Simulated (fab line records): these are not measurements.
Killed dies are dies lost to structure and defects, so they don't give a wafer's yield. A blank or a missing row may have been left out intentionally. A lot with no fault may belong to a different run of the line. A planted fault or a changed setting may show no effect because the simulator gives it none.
Split-lot experiment	flow n5 finfet	21 wafers read from 7 lots, route of 1938 steps

ABOUT THE SPLIT
At N5_DUMMY_GATE_COAT_28 (time 60 s, resist thk 10 nm), the setting spin rpm was moved away from the recipe's 1500 rpm on 6 of the 21 wafers read, by -4.1% to +10.7%. All remaining wafers had this setting at the recipe value.

The reading comes from the split's own step.

THE READING
underlayer_of_DUMMY_GATE_COAT_28.thk nm (the simulator's own value, which no gauge read), in nm, at N5_DUMMY_GATE_COAT_28 (time 60 s, resist thk 10 nm). There is no usual value for it anywhere in the file.

wafer	tool, chamber at the split	spin rpm as run, rpm	against the recipe	underlayer_of_DUMMY_GATE_COAT_28.thk nm, nm	against lot-mates on the recipe
L075.2	litho track-05, 0	1500	recipe	10	-
L075.5	litho track-05, 0	1500	recipe	10	-
L075.6	litho track-05, 0	1500	recipe	10	-
L076.2	litho track-03, 0	1500	recipe	10	-
L076.4	litho track-03, 0	1500	recipe	10	-
L076.6	litho track-03, 0	1560	+4.0%	9.8	-0.2
L084.3	litho track-01, 0	1500	recipe	10	-
L084.4	litho track-01, 0	1500	recipe	10	-
L084.5	litho track-01, 0	1439	-4.1%	10.2	+0.2
L088.3	litho track-01, 0	1500	recipe	10	-
L088.4	litho track-01, 0	1660	+10.7%	9.6	-0.4
L088.5	litho track-01, 0	1660	+10.7%	9.6	-0.4
L091.3	litho track-03, 0	1500	recipe	10	-
L091.5	litho track-03, 0	1500	recipe	10	-
L091.6	litho track-03, 0	1547	+3.1%	9.8	-0.2
L093.2	litho track-01, 0	1500	recipe	10	-
L093.4	litho track-01, 0	1500	recipe	10	-
L093.3	litho track-01, 0	1632	+8.8%	9.6	-0.4
L095.2	litho track-05, 0	1500	recipe	10	-
L095.3	litho track-05, 0	1500	recipe	10	-
L095.5	litho track-05, 0	1500	recipe	10	-

FIT RESULTS
A straight line over all 21 wafers: underlayer_of_DUMMY_GATE_COAT_28.thk nm changes by -0.041 nm for each +1% of spin rpm; r = -0.99; the points scatter about the line by 0.025 nm.
The same after taking each lot's own level away (the mean of its wafers on the recipe; 21 wafers): -0.041 nm for each +1%; r = -0.99; scatter 0.025 nm.
According to that fit, moving spin rpm by its largest amount changes the reading by 0.44 nm.
The lots' own levels span 10.00 to 10.00 nm.
The two slopes agree, so the slope changes little with the lot-to-lot level.
Check: with one of the wafers moved furthest among these (+10.7%) left out of the fit, the line predicts -0.458 nm for it against its lot-mates. Against them it came out at -0.4 nm.

FURTHER SPLITS ON THESE WAFERS
Before the reading, these wafers also passed through other splits. Each is held against what the fit with the lots' levels taken away leaves over:
other split on the same wafers	wafers away from the commonest value	r with underlayer_of_DUMMY_GATE_COAT_28.thk nm (lot level and that fit taken away)
N5_WELL_APT_EXPOSE_05 dose mj	5	+0.15
N5_WELL_APT_DEVELOP_07 develop time s	8	-0.32
N5_FIN_SAQP_HM_DEP_03 time s	8	-0.16
N5_FIN_SAQP_EXPOSE_13 dose mj	7	+0.11
N5_FIN_CUT_COAT_02 spin rpm	10	-0.14

THE FILE'S OWN FIT
underlayer_of_DUMMY_GATE_COAT_28.thk nm changes by -0.0429 nm for each +1% of spin rpm, r = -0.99.
